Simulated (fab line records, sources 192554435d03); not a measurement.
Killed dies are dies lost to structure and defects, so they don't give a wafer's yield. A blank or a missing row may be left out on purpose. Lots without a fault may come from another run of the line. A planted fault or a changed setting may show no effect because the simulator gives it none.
A sampling plan put to the test | flow n5_finfet | one fab line, 48 faults that these records tell of, each judged on the records of the lots that it struck
The plan is the line's own looks: the steps of the route at which a gauge or an inspection reads the wafer and doesn't change it. A look can be judged if struck wafers have a number there and the file gives its usual mean and standard deviation on fault-free wafers. Caught: at a look after the fault's first step, the mean of the struck wafers lies 4 or more of those standard deviations (sigma) from the usual mean. On the tool: the same test on the tool's own readings at the fault's steps. Another recipe on the struck wafers, or a record that is blank for them alone, also counts as caught.

THE FAULTS, as the simulator had put them in
1. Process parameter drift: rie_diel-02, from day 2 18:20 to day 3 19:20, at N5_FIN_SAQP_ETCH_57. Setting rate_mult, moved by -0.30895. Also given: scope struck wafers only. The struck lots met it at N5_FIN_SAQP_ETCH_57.
2. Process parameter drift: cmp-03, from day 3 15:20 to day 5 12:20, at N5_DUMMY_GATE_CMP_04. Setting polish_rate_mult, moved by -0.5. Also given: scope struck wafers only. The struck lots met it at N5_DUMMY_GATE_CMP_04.
3. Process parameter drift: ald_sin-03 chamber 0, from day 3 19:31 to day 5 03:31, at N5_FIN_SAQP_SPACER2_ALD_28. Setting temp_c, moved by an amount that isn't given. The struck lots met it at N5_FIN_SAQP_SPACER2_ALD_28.
4. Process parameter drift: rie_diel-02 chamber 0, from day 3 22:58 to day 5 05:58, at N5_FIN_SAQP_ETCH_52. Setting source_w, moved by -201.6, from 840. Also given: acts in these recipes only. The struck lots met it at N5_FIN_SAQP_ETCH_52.
5. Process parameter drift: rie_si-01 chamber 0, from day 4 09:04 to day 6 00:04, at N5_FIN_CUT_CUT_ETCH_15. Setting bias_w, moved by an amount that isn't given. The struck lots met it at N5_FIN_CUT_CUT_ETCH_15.
6. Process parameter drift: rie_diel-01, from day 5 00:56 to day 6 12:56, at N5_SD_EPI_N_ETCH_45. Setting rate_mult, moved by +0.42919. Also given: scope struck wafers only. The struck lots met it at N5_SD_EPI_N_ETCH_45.
7. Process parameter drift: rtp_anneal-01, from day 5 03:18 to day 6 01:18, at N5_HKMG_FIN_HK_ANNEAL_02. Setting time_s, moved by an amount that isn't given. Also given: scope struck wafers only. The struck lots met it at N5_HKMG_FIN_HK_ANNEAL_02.
8. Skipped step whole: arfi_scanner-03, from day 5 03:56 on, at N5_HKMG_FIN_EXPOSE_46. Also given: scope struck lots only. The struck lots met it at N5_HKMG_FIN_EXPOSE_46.
9. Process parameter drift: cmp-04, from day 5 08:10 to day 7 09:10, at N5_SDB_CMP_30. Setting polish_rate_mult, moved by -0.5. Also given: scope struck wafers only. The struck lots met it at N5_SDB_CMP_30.
10. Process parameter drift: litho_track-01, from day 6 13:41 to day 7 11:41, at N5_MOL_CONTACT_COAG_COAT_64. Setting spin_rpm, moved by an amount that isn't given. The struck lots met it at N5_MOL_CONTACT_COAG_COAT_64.
11. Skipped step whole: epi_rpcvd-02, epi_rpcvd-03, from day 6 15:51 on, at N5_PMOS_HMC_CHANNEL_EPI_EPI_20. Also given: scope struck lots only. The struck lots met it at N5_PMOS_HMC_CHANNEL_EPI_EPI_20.
12. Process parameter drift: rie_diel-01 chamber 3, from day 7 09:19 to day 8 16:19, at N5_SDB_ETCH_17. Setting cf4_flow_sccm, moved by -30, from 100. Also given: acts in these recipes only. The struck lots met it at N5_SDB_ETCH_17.
13. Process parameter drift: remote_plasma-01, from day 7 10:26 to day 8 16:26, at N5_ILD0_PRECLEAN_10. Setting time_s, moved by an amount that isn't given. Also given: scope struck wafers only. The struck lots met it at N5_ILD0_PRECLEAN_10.
14. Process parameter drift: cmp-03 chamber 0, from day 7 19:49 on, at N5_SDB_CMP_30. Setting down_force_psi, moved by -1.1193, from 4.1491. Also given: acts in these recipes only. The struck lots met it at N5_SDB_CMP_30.
15. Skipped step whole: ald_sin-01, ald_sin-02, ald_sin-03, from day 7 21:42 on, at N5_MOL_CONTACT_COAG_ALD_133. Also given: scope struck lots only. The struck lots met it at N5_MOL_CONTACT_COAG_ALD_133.
16. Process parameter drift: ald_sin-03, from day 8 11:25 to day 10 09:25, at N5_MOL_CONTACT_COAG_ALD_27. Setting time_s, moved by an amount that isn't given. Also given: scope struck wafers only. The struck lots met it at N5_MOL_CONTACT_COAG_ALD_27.
17. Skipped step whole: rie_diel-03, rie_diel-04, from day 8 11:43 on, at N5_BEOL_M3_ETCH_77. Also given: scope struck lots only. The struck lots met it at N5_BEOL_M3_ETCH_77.
18. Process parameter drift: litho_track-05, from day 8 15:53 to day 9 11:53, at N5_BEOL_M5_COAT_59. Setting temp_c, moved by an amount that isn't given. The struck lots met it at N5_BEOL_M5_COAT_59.
19. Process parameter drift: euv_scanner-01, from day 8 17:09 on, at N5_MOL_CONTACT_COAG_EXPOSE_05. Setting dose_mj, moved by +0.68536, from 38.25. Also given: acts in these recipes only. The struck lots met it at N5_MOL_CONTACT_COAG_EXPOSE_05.
20. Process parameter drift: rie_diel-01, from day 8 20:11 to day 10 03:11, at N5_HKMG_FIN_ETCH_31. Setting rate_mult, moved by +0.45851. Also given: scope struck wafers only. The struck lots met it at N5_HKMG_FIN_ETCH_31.
21. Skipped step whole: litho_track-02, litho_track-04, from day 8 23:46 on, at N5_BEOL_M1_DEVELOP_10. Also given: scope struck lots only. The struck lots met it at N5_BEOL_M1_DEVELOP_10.
22. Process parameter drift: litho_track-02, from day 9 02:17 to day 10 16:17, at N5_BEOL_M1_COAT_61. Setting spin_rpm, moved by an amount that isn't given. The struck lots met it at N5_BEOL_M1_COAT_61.
23. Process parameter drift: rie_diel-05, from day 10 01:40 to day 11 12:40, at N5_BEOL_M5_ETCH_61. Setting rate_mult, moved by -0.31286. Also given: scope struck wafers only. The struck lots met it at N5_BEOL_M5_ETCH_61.
24. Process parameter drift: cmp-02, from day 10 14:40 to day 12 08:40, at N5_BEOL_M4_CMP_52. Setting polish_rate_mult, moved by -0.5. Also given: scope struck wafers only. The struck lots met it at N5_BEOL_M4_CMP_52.
25. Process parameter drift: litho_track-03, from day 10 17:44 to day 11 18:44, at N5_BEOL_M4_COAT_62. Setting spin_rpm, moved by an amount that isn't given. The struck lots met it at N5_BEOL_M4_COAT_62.
26. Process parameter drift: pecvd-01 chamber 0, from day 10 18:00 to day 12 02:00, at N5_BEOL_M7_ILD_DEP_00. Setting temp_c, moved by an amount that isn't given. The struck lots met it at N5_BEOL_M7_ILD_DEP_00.
27. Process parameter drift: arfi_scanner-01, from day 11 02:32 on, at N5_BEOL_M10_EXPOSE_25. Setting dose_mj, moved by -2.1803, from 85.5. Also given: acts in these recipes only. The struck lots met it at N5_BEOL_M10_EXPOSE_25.
28. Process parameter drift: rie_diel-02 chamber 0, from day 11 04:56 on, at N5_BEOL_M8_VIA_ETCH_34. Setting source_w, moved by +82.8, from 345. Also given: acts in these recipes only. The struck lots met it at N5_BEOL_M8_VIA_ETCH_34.
29. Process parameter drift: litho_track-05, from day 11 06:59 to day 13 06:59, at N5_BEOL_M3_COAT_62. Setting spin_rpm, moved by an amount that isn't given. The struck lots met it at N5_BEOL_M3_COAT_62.
30. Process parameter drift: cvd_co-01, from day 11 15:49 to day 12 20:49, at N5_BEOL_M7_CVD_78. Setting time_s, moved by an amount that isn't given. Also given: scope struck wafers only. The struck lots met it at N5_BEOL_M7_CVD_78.
31. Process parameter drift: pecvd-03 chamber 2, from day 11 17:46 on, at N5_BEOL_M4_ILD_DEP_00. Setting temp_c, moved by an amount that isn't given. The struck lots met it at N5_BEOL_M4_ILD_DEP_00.
32. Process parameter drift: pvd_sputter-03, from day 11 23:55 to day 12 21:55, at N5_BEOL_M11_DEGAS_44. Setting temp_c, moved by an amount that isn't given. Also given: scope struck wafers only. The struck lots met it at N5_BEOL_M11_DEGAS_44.
33. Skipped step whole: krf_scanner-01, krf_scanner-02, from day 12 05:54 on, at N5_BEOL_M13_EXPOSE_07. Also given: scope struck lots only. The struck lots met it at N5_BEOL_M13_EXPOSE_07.
34. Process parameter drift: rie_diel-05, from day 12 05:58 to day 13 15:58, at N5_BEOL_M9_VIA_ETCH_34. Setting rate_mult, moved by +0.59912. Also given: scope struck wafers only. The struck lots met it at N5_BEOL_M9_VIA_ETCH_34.
35. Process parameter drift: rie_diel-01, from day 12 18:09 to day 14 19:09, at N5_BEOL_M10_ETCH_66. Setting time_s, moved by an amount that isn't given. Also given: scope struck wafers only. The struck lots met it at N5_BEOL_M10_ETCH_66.
36. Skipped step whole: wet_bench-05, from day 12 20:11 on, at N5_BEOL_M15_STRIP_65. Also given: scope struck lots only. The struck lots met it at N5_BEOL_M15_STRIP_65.
37. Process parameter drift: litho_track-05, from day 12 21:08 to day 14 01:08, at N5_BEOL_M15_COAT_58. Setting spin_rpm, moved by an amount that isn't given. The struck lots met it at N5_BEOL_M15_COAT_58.
38. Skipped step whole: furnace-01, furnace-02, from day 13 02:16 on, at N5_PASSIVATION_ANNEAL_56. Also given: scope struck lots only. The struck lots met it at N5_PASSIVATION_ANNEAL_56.
39. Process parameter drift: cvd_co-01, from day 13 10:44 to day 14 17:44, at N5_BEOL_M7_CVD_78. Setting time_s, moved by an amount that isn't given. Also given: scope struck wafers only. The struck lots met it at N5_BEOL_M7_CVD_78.
40. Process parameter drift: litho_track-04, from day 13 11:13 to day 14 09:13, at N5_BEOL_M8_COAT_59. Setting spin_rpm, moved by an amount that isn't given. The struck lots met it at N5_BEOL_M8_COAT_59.
41. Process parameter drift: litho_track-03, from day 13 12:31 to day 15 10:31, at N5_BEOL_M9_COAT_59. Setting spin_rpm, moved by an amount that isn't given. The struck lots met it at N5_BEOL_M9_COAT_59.
42. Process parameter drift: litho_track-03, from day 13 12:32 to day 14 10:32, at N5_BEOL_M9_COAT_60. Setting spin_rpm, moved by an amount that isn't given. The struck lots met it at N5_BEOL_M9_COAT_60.
43. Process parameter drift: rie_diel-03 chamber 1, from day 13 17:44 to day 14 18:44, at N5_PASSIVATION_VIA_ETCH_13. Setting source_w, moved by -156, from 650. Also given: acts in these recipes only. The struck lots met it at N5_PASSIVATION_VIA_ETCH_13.
44. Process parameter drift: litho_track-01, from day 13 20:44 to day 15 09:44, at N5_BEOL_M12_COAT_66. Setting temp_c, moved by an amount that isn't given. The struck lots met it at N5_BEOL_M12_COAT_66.
45. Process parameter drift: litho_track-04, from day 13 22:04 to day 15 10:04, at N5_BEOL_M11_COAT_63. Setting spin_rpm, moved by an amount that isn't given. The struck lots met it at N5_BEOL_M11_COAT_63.
46. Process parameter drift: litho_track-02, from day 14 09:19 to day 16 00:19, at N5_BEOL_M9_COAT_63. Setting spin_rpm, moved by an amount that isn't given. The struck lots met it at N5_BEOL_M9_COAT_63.
47. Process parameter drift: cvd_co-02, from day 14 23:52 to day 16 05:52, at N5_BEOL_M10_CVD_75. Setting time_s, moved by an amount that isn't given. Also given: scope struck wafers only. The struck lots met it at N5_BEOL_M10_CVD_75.
48. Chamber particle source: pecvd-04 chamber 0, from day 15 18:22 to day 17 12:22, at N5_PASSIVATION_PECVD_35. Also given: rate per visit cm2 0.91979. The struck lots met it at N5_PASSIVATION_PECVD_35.

WHAT THE PLAN SAW
fault | on the tool itself                               | first look that catches it                      | reading, sigma                                    | median hours from its first step to that look | hours from the fault's start to the first struck lot there | judged looks passed uncaught
1     | etch_rf_on_time_s +27 sigma                      | not the one look that can be judged after it    | -                                                 | -                                             | -                                                          | 1
2     | only faintly: time_to_endpoint_s +2.0 sigma      | N5_DUMMY_GATE_THK_MEAS_05                       | thk_nm +29                                        | 0.2                                           | 18                                                         | 0
3     | susceptor_temp_C -34 sigma                       | not the one look that can be judged after it    | strongest: ION_N at N5_BEOL_M4_RC_MEAS_101, +2.0  | -                                             | -                                                          | 1
4     | rf_fwd_power_W -77 sigma                         | not the one look that can be judged after it    | -                                                 | -                                             | -                                                          | 1
5     | under 2 sigma                                    | not the one look that can be judged after it    | -                                                 | -                                             | -                                                          | 1
6     | only faintly: oes_product_au +3.3 sigma          | not the one look that can be judged after it    | strongest: DIBL_N at N5_BEOL_M4_RC_MEAS_101, +2.1 | -                                             | -                                                          | 1
7     | lamp_zone_1_pct +12 sigma                        | not the one look that can be judged after it    | -                                                 | -                                             | -                                                          | 1
8     | no reading that can be judged                    | no look after it can be judged                  | -                                                 | -                                             | -                                                          | 0
9     | time_to_endpoint_s +6.1 sigma                    | not the one look that can be judged after it    | -                                                 | -                                             | -                                                          | 1
10    | spin_speed_rpm +73 sigma                         | none of the 2 looks that can be judged after it | -                                                 | -                                             | -                                                          | 2
11    | the tool's record is blank for the struck wafers | no look after it can be judged                  | -                                                 | -                                             | -                                                          | 0
12    | cf4_flow_sccm -99 or beyond sigma                | no look after it can be judged                  | -                                                 | -                                             | -                                                          | 0
13    | under 2 sigma                                    | not the one look that can be judged after it    | -                                                 | -                                             | -                                                          | 1
14    | head_pressure_psi -99 or beyond sigma            | not the one look that can be judged after it    | -                                                 | -                                             | -                                                          | 1
15    | the tool's record is blank for the struck wafers | no look after it can be judged                  | -                                                 | -                                             | -                                                          | 0
16    | run_length_s +99 or beyond sigma                 | not the one look that can be judged after it    | -                                                 | -                                             | -                                                          | 1
17    | the tool's record is blank for the struck wafers | not the one look that can be judged after it    | -                                                 | -                                             | -                                                          | 1
18    | plate_temp_C +19 sigma                           | no look after it can be judged                  | -                                                 | -                                             | -                                                          | 0
19    | exposure_dose_mJ_cm2 +17 sigma                   | not the one look that can be judged after it    | -                                                 | -                                             | -                                                          | 1
20    | etch_rf_on_time_s -20 sigma                      | not the one look that can be judged after it    | -                                                 | -                                             | -                                                          | 1
21    | the tool's record is blank for the struck wafers | no look after it can be judged                  | -                                                 | -                                             | -                                                          | 0
22    | spin_speed_rpm -99 or beyond sigma               | not the one look that can be judged after it    | -                                                 | -                                             | -                                                          | 1
23    | etch_rf_on_time_s +22 sigma                      | not the one look that can be judged after it    | -                                                 | -                                             | -                                                          | 1
24    | overpolish_run_s -99 or beyond sigma             | N5_BEOL_M4_THK_MEAS_53                          | M4_THK +89                                        | 0.2                                           | 13                                                         | 0
25    | spin_speed_rpm +99 or beyond sigma               | not the one look that can be judged after it    | -                                                 | -                                             | -                                                          | 1
26    | susceptor_temp_C -73 sigma                       | N5_BEOL_M7_THK_MEAS_01                          | M7_ILD_THK +7.4                                   | 0.6                                           | 2                                                          | 0
27    | exposure_dose_mJ_cm2 -17 sigma                   | no look after it can be judged                  | -                                                 | -                                             | -                                                          | 0
28    | rf_fwd_power_W +60 sigma                         | no look after it can be judged                  | -                                                 | -                                             | -                                                          | 0
29    | spin_speed_rpm -39 sigma                         | not the one look that can be judged after it    | -                                                 | -                                             | -                                                          | 1
30    | run_length_s -99 or beyond sigma                 | no look after it can be judged                  | -                                                 | -                                             | -                                                          | 0
31    | susceptor_temp_C +28 sigma                       | not the one look that can be judged after it    | -                                                 | -                                             | -                                                          | 1
32    | susceptor_temp_C -12 sigma                       | no look after it can be judged                  | -                                                 | -                                             | -                                                          | 0
33    | no reading that can be judged                    | no look after it can be judged                  | -                                                 | -                                             | -                                                          | 0
34    | oes_product_au +5.2 sigma                        | no look after it can be judged                  | -                                                 | -                                             | -                                                          | 0
35    | run_length_s -26 sigma                           | no look after it can be judged                  | -                                                 | -                                             | -                                                          | 0
36    | the tool's record is blank for the struck wafers | no look after it can be judged                  | -                                                 | -                                             | -                                                          | 0
37    | spin_speed_rpm +99 or beyond sigma               | no look after it can be judged                  | -                                                 | -                                             | -                                                          | 0
38    | the tool's record is blank for the struck wafers | no look after it can be judged                  | -                                                 | -                                             | -                                                          | 0
39    | run_length_s +96 sigma                           | no look after it can be judged                  | -                                                 | -                                             | -                                                          | 0
40    | spin_speed_rpm +99 or beyond sigma               | no look after it can be judged                  | -                                                 | -                                             | -                                                          | 0
41    | spin_speed_rpm -37 sigma                         | not the one look that can be judged after it    | -                                                 | -                                             | -                                                          | 1
42    | spin_speed_rpm -73 sigma                         | no look after it can be judged                  | -                                                 | -                                             | -                                                          | 0
43    | rf_fwd_power_W -71 sigma                         | no look after it can be judged                  | -                                                 | -                                             | -                                                          | 0
44    | plate_temp_C -64 sigma                           | not the one look that can be judged after it    | -                                                 | -                                             | -                                                          | 1
45    | spin_speed_rpm -99 or beyond sigma               | no look after it can be judged                  | -                                                 | -                                             | -                                                          | 0
46    | spin_speed_rpm -99 or beyond sigma               | not the one look that can be judged after it    | -                                                 | -                                             | -                                                          | 1
47    | run_length_s +7.5 sigma                          | no look after it can be judged                  | -                                                 | -                                             | -                                                          | 0
48    | under 2 sigma                                    | no look after it can be judged                  | -                                                 | -                                             | -                                                          | 0
A dash: the fault isn't caught, or these records don't give the number.

Caught at a look: 3 of 48. Caught on the tool: 41 of 48. By one or the other: 42 of 48.
Caught on the tool alone: faults 1, 3, 4, 7, 9, 10, 11, 12, 14, 15, 16, 17, 18, 19, 20, 21, 22, 23, 25, 27, 28, 29, 30, 31, 32, 34, 35, 36, 37, 38, 39, 40, 41, 42, 43, 44, 45, 46, 47.
Caught at a look alone: fault 2.
Caught by neither: faults 5, 6, 8, 13, 33, 48.

THINNER SAMPLING
If the look that catches a fault measured only every second or every third lot, by lot number, the first struck lot would be measured this late in the worst case:
fault | struck lots at that look, in order of time | every lot | every second lot | every third lot
2     | L911, L913                                 | 18 h      | may miss all 2   | may miss all 2
24    | L137, L139                                 | 13 h      | may miss all 2   | may miss all 2
26    | L659, L662, L660                           | 2 h       | 8 h              | may miss all 3
Hours are from the fault's start to the first struck lot that is measured. The limit of 4 sigma was tested on all struck wafers together, so one lot alone may lie under it. Other struck lots may not be in these records.

THE LONGEST TIMED WAY FROM STEP TO LOOK
Fault 26: a median of 0.6 hours passes between N5_BEOL_M7_ILD_DEP_00 and N5_BEOL_M7_THK_MEAS_01. No look between them can be judged.
